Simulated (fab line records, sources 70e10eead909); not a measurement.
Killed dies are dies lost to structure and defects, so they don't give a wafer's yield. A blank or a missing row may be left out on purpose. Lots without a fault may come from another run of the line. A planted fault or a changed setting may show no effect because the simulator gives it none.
A struck lot beside a sound one | flow nand_harc | 15 steps out of a route of 1159
Sound: wafers L645.4, L645.5, L645.6. Struck: wafers L654.3, L654.5, L654.6. The cause comes at the end.
At each step with rows: each side's tool, then ch and its chambers, then its first start. Under that, the readings that differ: sound wafers | struck wafers | difference of the means | sigmas: that difference in standard deviations of wafers without a fault.
alike: readings whose means differ by less than 2 such deviations, and words and numbers that are the same on both sides. not compared: withheld readings, readings that some wafer has no value for, bounds like >300 that may hide the same value, and numbers for which the record gives no deviation and whose values overlap.
The two part at a step that has a row with sigmas, a row that says differs or no value, or rows on one side only. Numbers that don't overlap but have no deviation are shown without sigmas and don't part them. A reading that every wafer of one side lacks parts them only if that side has two wafers or more.

first, 6 steps without rows for these wafers: NHARC_P_CONTACT_COAT_06 (resist thk 90 nm); NHARC_P_CONTACT_SOFTBAKE_07 (time 55 s); NHARC_P_CONTACT_EBR_08; NHARC_P_CONTACT_EXPOSE_09 (exposes mask P CA, target cd 90 nm); NHARC_P_CONTACT_PEB_10 (peb time 65 s); NHARC_P_CONTACT_DEVELOP_11 (develop time 35 s).
NHARC_P_CONTACT_CD_MEAS_12: target cd 90 nm.
  sound on cd_sem-02 ch 0, day 6 12:33; struck on cd_sem-01 ch 0, day 8 20:20
  alike: cd_nm
NHARC_P_CONTACT_OVL_MEAS_13:
  sound on overlay-01, day 6 12:38; struck on overlay-02, day 8 20:26
  reading           | sound          | struck      | difference | sigmas
  overlay_x_nm (nm) | -1.7 -1.7 -1.6 | 0.6 0.3 0.4 | +2.1       | +2
  alike: overlay_y_nm
NHARC_P_CONTACT_INSPECT_14:
  sound on defect_inspect-02, day 6 12:40; struck on defect_inspect-02, day 8 20:28
  alike: raw_defect_count
NHARC_P_CONTACT_DESCUM_17: chemistry O2, time 3 s.
  sound on rie_diel-05 ch 2,3, day 6 12:44; struck on rie_diel-05 ch 0,1, day 8 20:34
  alike: drypump_motor_current_A, oes_product_au, rf_vpp_V, showerhead_plenum_p_Torr, throttle_valve_pct
  not compared: rf_hours_counter_h
NHARC_P_CONTACT_ETCH_35: etches the open film in CF4, target depth 39 nm, time 65 s.
  sound on rie_diel-05 ch 2,3, day 6 12:49; struck on rie_diel-05 ch 0,3, day 8 20:40
  alike: bias_w, cf4_flow_sccm, drypump_motor_current_A, oes_product_au, rf_vpp_V, showerhead_plenum_p_Torr, throttle_valve_pct
  not compared: rf_hours_counter_h
NHARC_P_CONTACT_ETCH_36: etches the open film in N2/H2, target depth 260 nm, time 406.25 s.
  sound on rie_diel-05 ch 0,1,2; struck on rie_diel-05 ch 0,3
  alike: bias_w, chamber_pressure_mTorr, drypump_motor_current_A, oes_product_au, rf_vpp_V, showerhead_plenum_p_Torr, throttle_valve_pct
  not compared: rf_hours_counter_h
NHARC_P_CONTACT_ETCH_18: etches the open film in C4F8/O2/Ar, target depth 481 nm, time 240.5 s.
  sound on rie_diel-05 ch 0,2,3, day 6 13:16; struck on rie_diel-05 ch 0,3, day 8 21:08
  no value came back on the struck wafers for any of 5 readings (bias_w (W), chamber_pressure_mTorr (mTorr) and others); on the sound wafers bias_w (W) reads 1502 1502 1492
  not compared: rf_hours_counter_h
then, 1 step without rows for these wafers: NHARC_P_CONTACT_STRIP_37 (strips in C4F8/O2/Ar).
-- the record jumps here: 13 days lie between the struck wafers' starts before and after (it left off in module P_CONTACT and takes up again in module END, whose first step shown is number 1159 of the route) --
NHARC_END_SORT_01:
  the record has rows for the struck wafers here (prober-01 ch 0, day 22 03:19) and none for the sound ones

WHERE THEY PART
First at NHARC_P_CONTACT_OVL_MEAS_13; last, within this record, at NHARC_END_SORT_01.

WHY: what the simulator had put in
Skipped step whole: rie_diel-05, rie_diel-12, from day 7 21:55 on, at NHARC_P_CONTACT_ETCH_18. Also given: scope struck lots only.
